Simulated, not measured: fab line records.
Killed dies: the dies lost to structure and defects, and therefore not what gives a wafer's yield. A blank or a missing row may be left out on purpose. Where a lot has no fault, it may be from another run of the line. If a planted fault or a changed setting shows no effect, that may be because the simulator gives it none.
fab line records ; flow n5-finfet
record: lots: 24; wafers: 72; last-day: 18
route steps=1938 shown SD_ACTIVATION@334 ILD0@341 SDB@365 HKMG_FIN@389
lots that met no fault: taken from a fault-free run of the same line
start-h: the number of hours between the record's first day and the start of the first shown wafer of the lot ; wait-h: hours from the lot's prior step to this one ; " identical to the entry in the row above ; L1.1+2: a row that stands for several wafers ; - no value, or no start was given ; * or withheld: withheld ; < > ~ a bound
route shown NAME@n: names a module that has steps shown in the file, with the first one's number in the route ; usual: average and standard deviation across the fault-free wafers ; same: alike in all rows ; chamber/n: place in a boat ; sites: per-site readings ; _std_site: standard deviation across them ; _edge_site: outer sites' mean less inner sites' ; radius-mm: how far each site lies from the wafer's centre ; mask NAME#n: copy n ; behind: the last tool/chamber to shape the wafer ; hold: why the lot went on hold/how many hours it stayed there/how the hold came to an end ; device: the n, p or np transistor that did not switch ; end of line: the tests these same wafers got at the end of their route ; a step without rows: its recipe alone ; killed: the dies lost at the first sort to structure and to defects; this is not the yield of the wafer ; map: a wafer's dies, marking killed ones x, the rest . and places with no die _
set.NAME: the setting as run; set.NAME@STEP: as run at that earlier step ; model.NAME: the simulator's own value behind a step, which no gauge read
a sample of lots followed through the steps of the route, with each step as a table and each wafer as a row
services: when a tool's chamber went out of use (start-h, in hours from the record's first day, below 0 if earlier), for how many hours, and the reason
== steps ==
step: N5_SD_ACTIVATION_INSPECT_02
recipe: inspect-instrument: darkfield; mode: post-anneal
usual: raw-defect-count: 181/40
lot.wafer;tool;chamber;start-h;wait-h;raw-defect-count
L074.1;defect-inspect-01;-;59.05;0.2;145
L074.3;defect-inspect-01;-;59.05;0.2;132
L074.5;defect-inspect-01;-;59.05;0.2;117
L075.2;defect-inspect-02;-;64.95;0.1;136
L075.3;defect-inspect-02;-;64.95;0.1;172
L075.4;defect-inspect-02;-;64.95;0.1;159
L076.1;defect-inspect-01;-;70.97;0.2;218
L076.3;defect-inspect-01;-;70.97;0.2;173
L076.5;defect-inspect-01;-;70.97;0.2;182
L077.3;defect-inspect-02;-;76.52;0.1;168
L077.4;defect-inspect-02;-;76.52;0.1;251
L077.6;defect-inspect-02;-;76.52;0.1;217
L078.1;defect-inspect-02;-;82.49;0.2;160
L078.4;defect-inspect-02;-;82.49;0.2;170
L078.6;defect-inspect-02;-;82.49;0.2;138
L079.1;defect-inspect-02;-;89.65;0.2;233
L079.4;defect-inspect-02;-;89.65;0.2;208
L079.6;defect-inspect-02;-;89.65;0.2;172
L080.1;defect-inspect-01;-;99.21;0.2;173
L080.2;defect-inspect-01;-;99.21;0.2;105
L080.3;defect-inspect-01;-;99.21;0.2;180
L082.2;defect-inspect-01;-;106.63;0.1;187
L082.4;defect-inspect-01;-;106.63;0.1;261
L082.6;defect-inspect-01;-;106.63;0.1;182
L081.3;defect-inspect-01;-;106.81;0.1;210
L081.5;defect-inspect-01;-;106.81;0.1;239
L081.6;defect-inspect-01;-;106.81;0.1;221
L083.1;defect-inspect-02;-;113.27;0.2;121
L083.2;defect-inspect-02;-;113.27;0.2;118
L083.6;defect-inspect-02;-;113.27;0.2;167
L084.1;defect-inspect-02;-;118.99;0.2;135
L084.2;defect-inspect-02;-;118.99;0.2;184
L084.4;defect-inspect-02;-;118.99;0.2;159
L085.1;defect-inspect-01;-;129.09;0.2;233
L085.2;defect-inspect-01;-;129.09;0.2;181
L085.3;defect-inspect-01;-;129.09;0.2;122
L086.2;defect-inspect-02;-;132.39;0.2;170
L086.3;defect-inspect-02;-;132.39;0.2;229
L086.6;defect-inspect-02;-;132.39;0.2;185
L087.1;defect-inspect-02;-;138.69;0.2;162
L087.3;defect-inspect-02;-;138.69;0.2;159
L087.5;defect-inspect-02;-;138.69;0.2;177
L088.1;defect-inspect-02;-;140.74;0.2;165
L088.2;defect-inspect-02;-;140.74;0.2;191
L088.6;defect-inspect-02;-;140.74;0.2;213
L089.1;defect-inspect-02;-;149.89;0.2;227
L089.2;defect-inspect-02;-;149.89;0.2;281
L089.5;defect-inspect-02;-;149.89;0.2;186
L090.3;defect-inspect-01;-;157.10;0.1;310
L090.4;defect-inspect-01;-;157.10;0.1;179
L090.5;defect-inspect-01;-;157.10;0.1;195
L091.1;defect-inspect-01;-;162.62;0.2;175
L091.3;defect-inspect-01;-;162.62;0.2;163
L091.5;defect-inspect-01;-;162.62;0.2;220
L092.1;defect-inspect-01;-;167.64;0.2;151
L092.2;defect-inspect-01;-;167.64;0.2;157
L092.3;defect-inspect-01;-;167.64;0.2;167
L093.2;defect-inspect-02;-;174.96;0.2;141
L093.4;defect-inspect-02;-;174.96;0.2;143
L093.6;defect-inspect-02;-;174.96;0.2;171
L094.1;defect-inspect-02;-;179.24;0.2;171
L094.5;defect-inspect-02;-;179.24;0.2;182
L094.6;defect-inspect-02;-;179.24;0.2;198
L095.1;defect-inspect-01;-;187.94;0.2;149
L095.5;defect-inspect-01;-;187.94;0.2;124
L095.6;defect-inspect-01;-;187.94;0.2;129
L096.3;defect-inspect-02;-;191.73;0.1;165
L096.4;defect-inspect-02;-;191.73;0.1;172
L096.5;defect-inspect-02;-;191.73;0.1;254
L097.3;defect-inspect-02;-;198.28;0.1;134
L097.5;defect-inspect-02;-;198.28;0.1;212
L097.6;defect-inspect-02;-;198.28;0.1;141
step: N5_ILD0_THK_MEAS_08
usual: thk-nm: 139.7/0.91
lot.wafer;tool;chamber;start-h;wait-h;thk-nm
L074.1;film-metro-01;-;62.55;-;139.9
L074.3;film-metro-01;-;62.55;-;140.0
L074.5;film-metro-01;-;62.55;-;139.5
L075.2;film-metro-02;-;68.16;0.2;139.1
L075.3;film-metro-02;-;68.16;0.2;139.7
L075.4;film-metro-02;-;68.16;0.2;139.2
L076.1;film-metro-01;-;73.99;-;141.5
L076.3;film-metro-01;-;73.99;-;139.4
L076.5;film-metro-01;-;73.99;-;141.4
L077.3;film-metro-01;-;79.96;-;140.1
L077.4;film-metro-01;-;79.96;-;139.9
L077.6;film-metro-01;-;79.96;-;140.7
L078.1;film-metro-01;-;85.51;-;139.4
L078.4;film-metro-01;-;85.51;-;139.6
L078.6;film-metro-01;-;85.51;-;139.8
L079.1;film-metro-01;-;92.67;-;139.7
L079.4;film-metro-01;-;92.67;-;138.8
L079.6;film-metro-01;-;92.67;-;139.9
L080.1;film-metro-01;-;102.43;-;140.0
L080.2;film-metro-01;-;102.43;-;137.2
L080.3;film-metro-01;-;102.43;-;139.5
L082.2;film-metro-02;-;109.78;-;138.7
L082.4;film-metro-02;-;109.78;-;138.4
L082.6;film-metro-02;-;109.78;-;138.8
L081.3;film-metro-01;-;109.93;-;140.5
L081.5;film-metro-01;-;109.93;-;139.7
L081.6;film-metro-01;-;109.93;-;139.0
L083.1;film-metro-02;-;116.30;-;139.1
L083.2;film-metro-02;-;116.30;-;139.6
L083.6;film-metro-02;-;116.30;-;140.5
L084.1;film-metro-02;-;122.35;-;139.6
L084.2;film-metro-02;-;122.35;-;140.6
L084.4;film-metro-02;-;122.35;-;139.0
L085.1;film-metro-01;-;133.30;-;140.7
L085.2;film-metro-01;-;133.30;-;139.6
L085.3;film-metro-01;-;133.30;-;139.9
L086.2;film-metro-02;-;135.56;-;137.7
L086.3;film-metro-02;-;135.56;-;138.5
L086.6;film-metro-02;-;135.56;-;139.2
L087.1;film-metro-01;-;142.11;-;140.2
L087.3;film-metro-01;-;142.11;-;138.6
L087.5;film-metro-01;-;142.11;-;140.0
L088.1;film-metro-02;-;143.76;-;139.6
L088.2;film-metro-02;-;143.76;-;141.2
L088.6;film-metro-02;-;143.76;-;141.4
L089.1;film-metro-01;-;153.33;-;139.5
L089.2;film-metro-01;-;153.33;-;137.9
L089.5;film-metro-01;-;153.33;-;139.0
L090.3;film-metro-01;-;160.45;-;140.9
L090.4;film-metro-01;-;160.45;-;139.6
L090.5;film-metro-01;-;160.45;-;139.4
L091.1;film-metro-02;-;166.11;-;140.0
L091.3;film-metro-02;-;166.11;-;140.8
L091.5;film-metro-02;-;166.11;-;141.0
L092.1;film-metro-01;-;170.66;-;139.0
L092.2;film-metro-01;-;170.66;-;140.0
L092.3;film-metro-01;-;170.66;-;138.3
L093.2;film-metro-01;-;177.98;-;138.6
L093.4;film-metro-01;-;177.98;-;139.8
L093.6;film-metro-01;-;177.98;-;139.3
L094.1;film-metro-01;-;183.79;-;139.9
L094.5;film-metro-01;-;183.79;-;141.0
L094.6;film-metro-01;-;183.79;-;141.0
L095.1;film-metro-02;-;190.98;-;139.3
L095.5;film-metro-02;-;190.98;-;140.3
L095.6;film-metro-02;-;190.98;-;139.7
L096.3;film-metro-02;-;195.62;-;140.1
L096.4;film-metro-02;-;195.62;-;139.6
L096.5;film-metro-02;-;195.62;-;140.8
L097.3;film-metro-02;-;201.30;-;138.2
L097.5;film-metro-02;-;201.30;-;139.9
L097.6;film-metro-02;-;201.30;-;141.0
step: N5_ILD0_CMP_12
recipe: stop-on: poly-Si; material: SiNx; t-overpolish-s: 6; post-cmp-clean: alkaline-brush; down-force-psi: 2.5; platen-rpm: 51.8; pad-velocity-m-s: 1.0307; target-thk-nm: 17.67
usual: motor-current-A: 8.8/1.1; overpolish-run-s: 6.001/0.0083; time-to-endpoint-s: 30.2/2.1
same: t-overpolish-s: 6
lot.wafer;tool;chamber;start-h;wait-h;motor-current-A;overpolish-run-s;time-to-endpoint-s
L074.1;cmp-04;1;65.55;1.1;9.7;5.992;29.0
L074.3;cmp-04;2;65.55;1.1;9.4;5.997;28.9
L074.5;cmp-04;1;65.55;1.1;9.3;5.990;31.0
L075.3;cmp-02;3;71.07;1.1;9.3;6.008;29.5
L075.4;cmp-02;0;71.07;1.1;9.1;6.002;32.3
L075.2;cmp-02;1;71.07;1.1;9.6;6.011;33.4
L076.3;cmp-04;3;76.95;1.2;8.3;6.007;35.2
L076.1;cmp-04;0;76.95;1.2;7.5;5.996;32.3
L076.5;cmp-04;2;76.95;1.2;8.9;6.007;33.1
L077.3;cmp-01;1;83.50;1.1;9.7;6.008;30.7
L077.4;cmp-01;0;83.50;1.1;7.4;6.006;31.7
L077.6;cmp-01;1;83.50;1.1;9.8;6.016;33.3
L078.1;cmp-01;3;88.43;1.1;9.0;5.994;33.3
L078.4;cmp-01;0;88.43;1.1;7.1;5.993;30.4
L078.6;cmp-01;0;88.43;1.1;7.1;5.996;30.0
L079.4;cmp-04;0;95.62;1.2;7.6;6.007;29.9
L079.1;cmp-04;1;95.62;1.2;9.7;6.000;30.7
L079.6;cmp-04;3;95.62;1.2;7.9;5.985;32.0
L080.1;cmp-04;0;105.34;1.1;7.3;6.003;28.1
L080.2;cmp-04;2;105.34;1.1;9.2;5.995;24.9
L080.3;cmp-04;3;105.34;1.1;8.2;5.993;28.2
L082.4;cmp-04;1;112.74;1.2;9.2;5.988;28.4
L082.2;cmp-04;2;112.74;1.2;9.2;5.997;26.5
L082.6;cmp-04;0;112.74;1.2;7.6;6.010;30.4
L081.3;cmp-04;1;113.00;1.3;9.7;6.009;28.7
L081.5;cmp-04;3;113.00;1.3;8.2;5.994;31.1
L081.6;cmp-04;0;113.00;1.3;7.5;6.005;28.5
L083.2;cmp-04;2;119.40;1.1;9.2;6.008;29.9
L083.1;cmp-04;3;119.40;1.1;8.5;6.009;30.5
L083.6;cmp-04;2;119.40;1.1;8.9;6.014;28.4
L084.1;cmp-02;0;125.28;1.1;9.5;5.997;34.0
L084.4;cmp-02;2;125.28;1.1;10.3;6.004;28.4
L084.2;cmp-02;3;125.28;1.1;9.3;6.005;30.7
L085.2;cmp-02;0;136.22;1.1;9.5;5.995;32.1
L085.3;cmp-02;1;136.22;1.1;10.0;5.997;31.5
L085.1;cmp-02;3;136.22;1.1;8.7;6.003;29.7
L086.3;cmp-04;2;138.48;1.1;9.5;5.993;30.5
L086.2;cmp-04;0;138.48;1.1;7.8;6.006;29.6
L086.6;cmp-04;2;138.48;1.1;9.7;6.001;28.7
L087.3;cmp-04;0;145.72;1.2;7.5;5.998;29.6
L087.1;cmp-04;1;145.72;1.2;9.6;6.016;26.8
L087.5;cmp-04;0;145.72;1.2;7.7;5.989;31.2
L088.1;cmp-04;1;146.75;1.1;9.7;5.995;27.4
L088.2;cmp-04;2;146.75;1.1;8.5;6.001;27.0
L088.6;cmp-04;1;146.75;1.1;9.4;6.001;27.3
L089.1;cmp-04;2;156.46;1.3;9.5;5.994;28.1
L089.2;cmp-04;0;156.46;1.3;7.5;6.005;29.5
L089.5;cmp-04;2;156.46;1.3;9.2;5.998;29.6
L090.3;cmp-01;0;163.36;1.1;6.7;6.008;31.2
L090.4;cmp-01;2;163.36;1.1;6.9;5.993;29.5
L090.5;cmp-01;1;163.36;1.1;9.9;6.000;27.7
L091.1;cmp-02;0;169.11;1.2;9.4;5.989;33.6
L091.3;cmp-02;1;169.11;1.2;10.3;6.002;32.0
L091.5;cmp-02;2;169.11;1.2;10.6;6.000;27.3
L092.3;cmp-02;1;173.72;1.1;10.0;6.011;32.9
L092.2;cmp-02;2;173.72;1.1;11.2;6.007;29.5
L092.1;cmp-02;3;173.72;1.1;9.1;5.996;30.1
L093.4;cmp-04;0;181.72;1.1;7.7;6.006;29.2
L093.2;cmp-04;3;181.72;1.1;8.2;6.019;31.1
L093.6;cmp-04;0;181.72;1.1;7.5;5.982;31.1
L094.1;cmp-01;1;186.77;1.1;9.4;6.010;26.9
L094.5;cmp-01;1;186.77;1.1;9.7;5.991;28.0
L094.6;cmp-01;2;186.77;1.1;6.8;5.990;25.0
L095.1;cmp-01;2;194.08;1.2;7.1;6.001;29.0
L095.6;cmp-01;3;194.08;1.2;8.9;6.000;31.5
L095.5;cmp-01;0;194.08;1.2;7.4;5.988;32.0
L096.4;cmp-01;3;198.58;1.2;9.0;5.996;30.7
L096.3;cmp-01;1;198.58;1.2;9.6;6.015;30.1
L096.5;cmp-01;3;198.58;1.2;9.0;5.994;31.1
L097.3;cmp-02;0;204.25;1.2;9.7;6.006;34.5
L097.5;cmp-02;3;204.25;1.2;9.9;6.003;30.1
L097.6;cmp-02;0;204.25;1.2;9.4;6.009;33.5
step: N5_SDB_STRIP_22
recipe: chemistry: N2/H2; power-w: 1000; temp-c: 250; h2-frac: 0.65; overash-fraction: 0.3; pressure-mtorr: withheld; n2-flow-sccm: 1750; h2-flow-sccm: 3250
usual: drypump-motor-current-A: 6.0/0.32; heater-power-w: 325/17; oes-product-au: 0.715/0.005; strip-time-to-endpoint-s: 96.3/0.48; temp-c: 250.01/0.18
lot.wafer;tool;chamber;start-h;wait-h;drypump-motor-current-A;heater-power-w;oes-product-au;rf-hours-counter-h;strip-time-to-endpoint-s;temp-c
L074.1;plasma-asher-01;0;66.65;0.1;5.8;326;0.719;30;96.7;250.00
L074.3;plasma-asher-01;1;66.65;0.1;6.3;329;0.716;-;95.6;250.12
L074.5;plasma-asher-01;1;66.65;0.1;6.3;325;0.712;-;95.6;249.95
L075.2;plasma-asher-01;0;72.69;0.1;5.8;331;0.717;31;96.5;249.94
L075.3;plasma-asher-01;0;72.69;0.1;5.9;324;0.716;-;96.4;249.95
L075.4;plasma-asher-01;1;72.69;0.1;6.2;318;0.717;-;96.1;250.00
L076.1;plasma-asher-01;1;78.11;0.1;6.3;323;0.706;32;96.3;249.90
L076.3;plasma-asher-01;0;78.11;0.1;5.8;326;0.723;-;95.8;250.11
L076.5;plasma-asher-01;1;78.11;0.1;6.3;327;0.716;-;95.9;250.14
L077.3;plasma-asher-01;1;84.67;0.1;6.3;323;0.720;-;95.4;250.16
L077.4;plasma-asher-01;0;84.67;0.1;5.9;323;0.720;-;95.9;250.21
L077.6;plasma-asher-01;1;84.67;0.1;6.3;332;0.715;-;95.1;250.04
L078.1;plasma-asher-01;0;89.64;0.1;5.8;318;0.717;34;96.0;249.76
L078.4;plasma-asher-01;0;89.64;0.1;5.9;320;0.716;-;95.9;249.96
L078.6;plasma-asher-01;0;89.64;0.1;5.9;321;0.718;-;95.5;249.61
L079.1;plasma-asher-02;1;96.83;0.1;5.6;300;0.709;94;96.5;250.06
L079.4;plasma-asher-02;1;96.83;0.1;5.6;302;0.718;-;95.9;250.13
L079.6;plasma-asher-02;1;96.83;0.1;5.6;298;0.708;-;96.3;249.69
L080.1;plasma-asher-02;1;106.82;0.1;5.6;298;0.729;96;95.6;250.21
L080.2;plasma-asher-02;0;106.82;0.1;6.4;349;0.727;96;96.2;250.12
L080.3;plasma-asher-02;1;106.82;0.1;5.6;302;0.721;-;96.5;250.02
L082.2;plasma-asher-01;1;113.78;0.1;6.2;336;0.715;39;96.9;249.95
L082.4;plasma-asher-01;1;113.78;0.1;6.3;329;0.720;-;96.5;250.01
L082.6;plasma-asher-01;1;113.78;0.1;6.3;326;0.720;-;97.1;250.21
L081.3;plasma-asher-02;1;114.05;0.1;5.6;295;0.717;-;96.5;249.93
L081.5;plasma-asher-02;1;114.05;0.1;5.6;302;0.710;-;96.8;250.01
L081.6;plasma-asher-02;0;114.05;0.1;6.4;348;0.720;-;96.2;250.07
L083.1;plasma-asher-01;1;120.62;0.1;6.3;323;0.718;40;96.8;249.79
L083.2;plasma-asher-01;0;120.62;0.1;5.9;324;0.722;40;96.6;250.03
L083.6;plasma-asher-01;0;120.62;0.1;5.8;334;0.713;-;97.2;249.93
L084.1;plasma-asher-01;0;127.54;0.1;5.8;329;0.723;42;96.2;249.92
L084.2;plasma-asher-01;1;127.54;0.1;6.3;326;0.718;42;95.7;250.21
L084.4;plasma-asher-01;0;127.54;0.1;5.8;333;0.713;-;96.5;249.90
L085.1;plasma-asher-01;0;137.57;0.1;5.9;332;0.709;43;96.1;250.08
L085.2;plasma-asher-01;1;137.57;0.1;6.3;329;0.714;43;95.6;249.99
L085.3;plasma-asher-01;0;137.57;0.1;5.8;331;0.712;-;96.3;250.03
L086.2;plasma-asher-01;0;139.69;0.1;5.8;328;0.711;44;96.5;250.26
L086.3;plasma-asher-01;1;139.69;0.1;6.2;339;0.721;-;97.4;249.78
L086.6;plasma-asher-01;1;139.69;0.1;6.3;325;0.719;-;97.4;249.67
L087.1;plasma-asher-02;0;146.96;0.1;6.4;349;0.719;103;96.3;249.86
L087.3;plasma-asher-02;0;146.96;0.1;6.4;337;0.715;-;96.7;249.64
L087.5;plasma-asher-02;0;146.96;0.1;6.4;349;0.714;-;96.7;249.99
L088.1;plasma-asher-02;0;147.95;0.1;6.5;345;0.711;103;96.0;249.99
L088.2;plasma-asher-02;1;147.95;0.1;5.6;303;0.712;103;96.2;250.09
L088.6;plasma-asher-02;1;147.95;0.1;5.6;303;0.710;-;96.4;250.22
L089.1;plasma-asher-02;0;157.89;0.1;6.4;350;0.711;106;95.6;249.88
L089.2;plasma-asher-02;1;157.89;0.1;5.6;295;0.711;106;96.8;250.26
L089.5;plasma-asher-02;0;157.89;0.1;6.5;357;0.716;-;96.0;249.99
L090.3;plasma-asher-02;1;164.61;0.1;5.6;302;0.723;-;96.5;249.87
L090.4;plasma-asher-02;0;164.61;0.1;6.4;351;0.708;-;96.6;249.90
L090.5;plasma-asher-02;1;164.61;0.1;5.6;295;0.710;-;96.6;249.91
L091.1;plasma-asher-02;1;170.24;0.1;5.6;301;0.725;108;96.3;249.86
L091.3;plasma-asher-02;1;170.24;0.1;5.6;298;0.718;-;96.0;250.00
L091.5;plasma-asher-02;1;170.24;0.1;5.6;305;0.713;-;96.0;250.11
L092.1;plasma-asher-02;1;175.23;0.4;5.6;289;0.713;110;96.1;250.04
L092.2;plasma-asher-02;0;175.23;0.4;6.4;343;0.712;110;96.3;249.89
L092.3;plasma-asher-02;0;175.23;0.4;6.4;348;0.715;-;96.2;249.92
L093.2;plasma-asher-01;1;182.96;0.1;6.2;331;0.715;52;97.0;250.07
L093.4;plasma-asher-01;0;182.96;0.1;5.8;324;0.710;-;96.3;249.84
L093.6;plasma-asher-01;0;182.96;0.1;5.9;326;0.707;-;96.6;250.10
L094.1;plasma-asher-01;1;188.07;0.1;6.3;333;0.706;53;96.4;249.58
L094.5;plasma-asher-01;0;188.07;0.1;5.8;321;0.718;-;96.5;250.00
L094.6;plasma-asher-01;1;188.07;0.1;6.3;319;0.718;-;96.2;249.73
L095.1;plasma-asher-01;0;195.87;0.1;5.8;325;0.710;55;96.2;250.15
L095.5;plasma-asher-01;1;195.87;0.1;6.2;328;0.712;-;95.4;250.25
L095.6;plasma-asher-01;0;195.87;0.1;5.9;326;0.719;-;96.5;250.32
L096.3;plasma-asher-01;1;199.78;0.1;6.2;328;0.715;-;96.0;250.36
L096.4;plasma-asher-01;0;199.78;0.1;5.8;320;0.712;-;96.4;250.07
L096.5;plasma-asher-01;1;199.78;0.1;6.2;329;0.705;-;95.5;250.26
L097.3;plasma-asher-02;0;205.34;0.1;6.4;342;0.722;-;96.4;250.06
L097.5;plasma-asher-02;0;205.34;0.1;6.4;340;0.723;-;96.8;249.91
L097.6;plasma-asher-02;1;205.34;0.1;5.6;285;0.713;-;96.5;250.14
step: N5_SDB_THK_MEAS_31
recipe: reads: a-Si_of_DUMMY_GATE_CVD_03
usual: SDB_THK: 64.6/1.2
lot.wafer;tool;chamber;start-h;wait-h;SDB_THK[nm]
L074.1;film-metro-01;-;70.25;-;62.9
L074.3;film-metro-01;-;70.25;-;62.9
L074.5;film-metro-01;-;70.25;-;63.1
L075.2;film-metro-01;-;76.20;-;63.9
L075.3;film-metro-01;-;76.20;-;64.3
L075.4;film-metro-01;-;76.20;-;65.2
L076.1;film-metro-01;-;81.62;-;63.8
L076.3;film-metro-01;-;81.62;-;64.1
L076.5;film-metro-01;-;81.62;-;64.4
L077.3;film-metro-01;-;88.19;-;63.2
L077.4;film-metro-01;-;88.19;-;64.3
L077.6;film-metro-01;-;88.19;-;64.5
L078.1;film-metro-01;-;93.89;-;64.4
L078.4;film-metro-01;-;93.89;-;64.2
L078.6;film-metro-01;-;93.89;-;64.3
L079.1;film-metro-02;-;100.35;-;63.6
L079.4;film-metro-02;-;100.35;-;65.7
L079.6;film-metro-02;-;100.35;-;64.0
L080.1;film-metro-01;-;110.57;-;65.0
L080.2;film-metro-01;-;110.57;-;62.7
L080.3;film-metro-01;-;110.57;-;63.6
L082.2;film-metro-01;-;117.30;-;65.1
L082.4;film-metro-01;-;117.30;-;65.7
L082.6;film-metro-01;-;117.30;-;64.9
L081.3;film-metro-01;-;117.52;-;62.8
L081.5;film-metro-01;-;117.52;-;64.4
L081.6;film-metro-01;-;117.52;-;65.6
L083.1;film-metro-01;-;124.14;-;65.4
L083.2;film-metro-01;-;124.14;-;64.4
L083.6;film-metro-01;-;124.14;-;66.2
L084.1;film-metro-01;-;131.21;-;63.5
L084.2;film-metro-01;-;131.21;-;64.3
L084.4;film-metro-01;-;131.21;-;64.4
L085.1;film-metro-02;-;141.88;-;62.9
L085.2;film-metro-02;-;141.88;-;63.9
L085.3;film-metro-02;-;141.88;-;64.2
L086.2;film-metro-02;-;143.21;-;66.0
L086.3;film-metro-02;-;143.21;-;64.8
L086.6;film-metro-02;-;143.21;-;66.0
L087.1;film-metro-01;-;150.83;-;65.0
L087.3;film-metro-01;-;150.83;-;65.8
L087.5;film-metro-01;-;150.83;-;65.3
L088.1;film-metro-02;-;151.79;-;66.5
L088.2;film-metro-02;-;151.79;-;64.8
L088.6;film-metro-02;-;151.79;-;65.7
L089.1;film-metro-01;-;161.40;-;66.0
L089.2;film-metro-01;-;161.40;-;65.0
L089.5;film-metro-01;-;161.40;-;65.4
L090.3;film-metro-01;-;168.33;-;65.0
L090.4;film-metro-01;-;168.33;-;65.7
L090.5;film-metro-01;-;168.33;-;65.7
L091.1;film-metro-02;-;173.92;-;64.0
L091.3;film-metro-02;-;173.92;-;62.4
L091.5;film-metro-02;-;173.92;-;61.9
L092.1;film-metro-02;-;178.75;-;64.2
L092.2;film-metro-02;-;178.75;-;64.1
L092.3;film-metro-02;-;178.75;-;65.0
L093.2;film-metro-02;-;186.48;-;63.5
L093.4;film-metro-02;-;186.48;-;62.3
L093.6;film-metro-02;-;186.48;-;63.2
L094.1;film-metro-01;-;191.98;-;64.2
L094.5;film-metro-01;-;191.98;-;64.5
L094.6;film-metro-01;-;191.98;-;64.9
L095.1;film-metro-02;-;199.39;-;64.8
L095.5;film-metro-02;-;199.39;-;64.6
L095.6;film-metro-02;-;199.39;-;63.8
L096.3;film-metro-02;-;203.27;-;65.0
L096.4;film-metro-02;-;203.27;-;65.4
L096.5;film-metro-02;-;203.27;-;64.0
L097.3;film-metro-02;-;208.82;-;63.9
L097.5;film-metro-02;-;208.82;-;64.1
L097.6;film-metro-02;-;208.82;-;64.9
step: N5_HKMG_FIN_ALD_75
recipe: material: Al2O3; target-thk-a: 10; temp-c: 150; ald-precursor-family: TMA; ald-co-reactant: H2O; pulse-time-s: withheld; co-reactant-pulse-time-s: 1
usual: heater-power-w: 155/11; precursor-pulse-height-rel: 1.004/0.019
lot.wafer;tool;chamber;start-h;wait-h;heater-power-w;precursor-pulse-height-rel
L074.1;ald-hk-01;1;71.35;0.0;176;0.943
L074.3;ald-hk-01;2;71.35;0.0;151;1.000
L074.5;ald-hk-01;2;71.35;0.0;152;1.018
L075.2;ald-hk-02;0;77.39;0.0;158;0.968
L075.3;ald-hk-02;2;77.39;0.0;146;1.031
L075.4;ald-hk-02;3;77.39;0.0;159;1.017
L076.1;ald-hk-02;1;82.71;0.0;157;1.000
L076.3;ald-hk-02;2;82.71;0.0;149;1.017
L076.5;ald-hk-02;2;82.71;0.0;148;1.005
L077.3;ald-hk-01;3;89.33;0.0;159;0.999
L077.4;ald-hk-01;1;89.33;0.0;177;0.998
L077.6;ald-hk-01;0;89.33;0.0;143;1.005
L078.1;ald-hk-03;1;94.98;0.0;128;1.015
L078.4;ald-hk-03;3;94.98;0.0;150;1.001
L078.6;ald-hk-03;2;94.98;0.0;163;0.990
L079.1;ald-hk-03;3;101.56;0.0;152;0.972
L079.4;ald-hk-03;2;101.56;0.0;166;0.993
L079.6;ald-hk-03;3;101.56;0.0;148;1.012
L080.1;ald-hk-02;3;111.71;0.0;160;1.019
L080.2;ald-hk-02;2;111.71;0.0;144;0.992
L080.3;ald-hk-02;0;111.71;0.0;156;1.016
L082.2;ald-hk-01;1;118.39;0.0;175;1.005
L082.4;ald-hk-01;0;118.39;0.0;138;1.022
L082.6;ald-hk-01;3;118.39;0.0;165;0.959
L081.3;ald-hk-02;2;118.62;0.0;144;1.002
L081.5;ald-hk-02;3;118.62;0.0;165;1.011
L081.6;ald-hk-02;0;118.62;0.0;157;1.010
L083.1;ald-hk-02;0;125.38;0.0;156;1.018
L083.2;ald-hk-02;3;125.38;0.0;168;1.012
L083.6;ald-hk-02;0;125.38;0.0;154;0.994
L084.1;ald-hk-02;0;132.41;0.0;159;0.995
L084.2;ald-hk-02;3;132.41;0.0;164;1.019
L084.4;ald-hk-02;2;132.41;0.0;145;0.983
L085.1;ald-hk-03;2;143.13;0.0;166;0.984
L085.2;ald-hk-03;1;143.13;0.0;129;0.997
L085.3;ald-hk-03;0;143.13;0.0;153;1.013
L086.2;ald-hk-02;2;144.59;0.0;144;0.990
L086.3;ald-hk-02;0;144.59;0.0;158;1.008
L086.6;ald-hk-02;1;144.59;0.0;163;0.973
L087.1;ald-hk-01;2;151.92;0.0;151;1.014
L087.3;ald-hk-01;3;151.92;0.0;158;1.009
L087.5;ald-hk-01;2;151.92;0.0;150;1.015
L088.1;ald-hk-03;1;153.05;0.0;133;1.037
L088.2;ald-hk-03;0;153.05;0.0;152;0.946
L088.6;ald-hk-03;2;153.05;0.0;167;1.001
L089.1;ald-hk-02;1;162.50;0.0;164;1.017
L089.2;ald-hk-02;3;162.50;0.0;160;1.005
L089.5;ald-hk-02;2;162.50;0.0;147;1.060
L090.3;ald-hk-01;2;169.42;0.0;149;1.051
L090.4;ald-hk-01;3;169.42;0.0;166;0.974
L090.5;ald-hk-01;0;169.42;0.0;138;0.968
L091.1;ald-hk-01;1;175.04;0.0;177;0.985
L091.3;ald-hk-01;2;175.04;0.0;154;0.996
L091.5;ald-hk-01;2;175.04;0.0;150;0.988
L092.1;ald-hk-03;1;180.05;0.0;132;1.004
L092.2;ald-hk-03;2;180.05;0.0;168;0.991
L092.3;ald-hk-03;0;180.05;0.0;153;1.006
L093.2;ald-hk-02;0;187.63;0.0;152;0.984
L093.4;ald-hk-02;2;187.63;0.0;145;1.023
L093.6;ald-hk-02;1;187.63;0.0;167;1.013
L094.1;ald-hk-01;2;193.35;0.0;155;1.002
L094.5;ald-hk-01;3;193.35;0.0;159;1.022
L094.6;ald-hk-01;0;193.35;0.0;140;1.007
L095.1;ald-hk-03;2;200.53;0.0;164;0.994
L095.5;ald-hk-03;2;200.53;0.0;166;1.018
L095.6;ald-hk-03;1;200.53;0.0;132;1.007
L096.3;ald-hk-03;1;204.64;0.0;132;0.991
L096.4;ald-hk-03;3;204.64;0.0;150;1.026
L096.5;ald-hk-03;1;204.64;0.0;131;0.990
L097.3;ald-hk-01;2;209.95;0.0;154;0.964
L097.5;ald-hk-01;3;209.95;0.0;160;0.991
L097.6;ald-hk-01;2;209.95;0.0;150;1.008
== services ==
tool;chamber;start-h;hours;kind
cmp-02;-;41.85;-;consumable-replace:conditioner
cmp-02;-;41.85;-;consumable-replace:pad
plasma-asher-01;-;45.38;11.5;repair
cmp-04;-;59.04;0.8;repair
cmp-04;-;66.42;5.0;pm
cmp-04;-;83.03;2.3;repair
cmp-01;-;92.75;0.5;repair
cmp-01;-;99.49;18.1;pm
ald-hk-02;-;105.67;1.1;repair
ald-hk-01;-;144.57;2.8;pm
cmp-01;-;150.56;8.2;pm
cmp-01;-;159.48;0.9;repair
cmp-01;-;164.37;0.2;repair
plasma-asher-01;-;173.31;4.0;repair
plasma-asher-02;-;188.12;2.7;repair
cmp-04;-;197.84;4.0;pm
cmp-04;-;201.84;-;consumable-replace:conditioner
cmp-04;-;201.84;-;consumable-replace:pad
== key ==
fault none
